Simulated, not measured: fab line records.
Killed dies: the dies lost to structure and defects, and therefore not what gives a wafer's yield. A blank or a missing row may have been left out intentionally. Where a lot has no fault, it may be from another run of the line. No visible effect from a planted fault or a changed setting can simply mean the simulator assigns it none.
Matching of chambers | flow n5 finfet | 4 sister chambers for N5_MOL_CONTACT_COAG_ETCH_105 on rie diel-02
The step etches SiARC in CF4, target depth 15.6 nm, time 26 s. 4 wafers are shown with their chamber, then 9 later ones without.

EACH WAFER AND ITS CHAMBER
wafer  | chamber | drypump motor current A (A)
L082.6 | 0       | 5.9
L087.3 | 3       | 5.4
L087.5 | 1       | 5.8
L087.6 | 2       | 6.7

WAFERS WHOSE CHAMBER IS MISSING
wafer  | drypump motor current A (A)
L089.1 | 5.4
L089.4 | 5.4
L089.6 | 6.7
L091.2 | 5.7
L091.3 | 6.7
L091.6 | 6.7
L094.1 | 6.7
L094.2 | 5.9
L094.4 | 6.7

CHAMBER TAKEN BY EACH
wafer  | from the rows above | in truth
L089.1 | 3                   | 3
L089.4 | 3                   | 3
L089.6 | 2                   | 2
L091.2 | 1                   | 1
L091.3 | 2                   | 2
L091.6 | 2                   | 2
L094.1 | 2                   | 2
L094.2 | 0                   | 0
L094.4 | 2                   | 2
Placed correctly: 9 of 9. Left unplaced by these rows: 0. Wrongly placed: 0.
How it was worked out, from the rows above alone: a wafer's distance from a chamber is the root of the sum, over the readings, of the square of ((its reading less the chamber's mean) divided by the reading's scatter). If the next closest chamber is less than 2 further off than the closest, the wafer can't be placed; otherwise it belongs to the closest. A chamber's mean is the mean of its shown wafers. The scatter: root of mean squared gap, hidden wafer to nearest shown wafer, with one shown wafer a chamber.
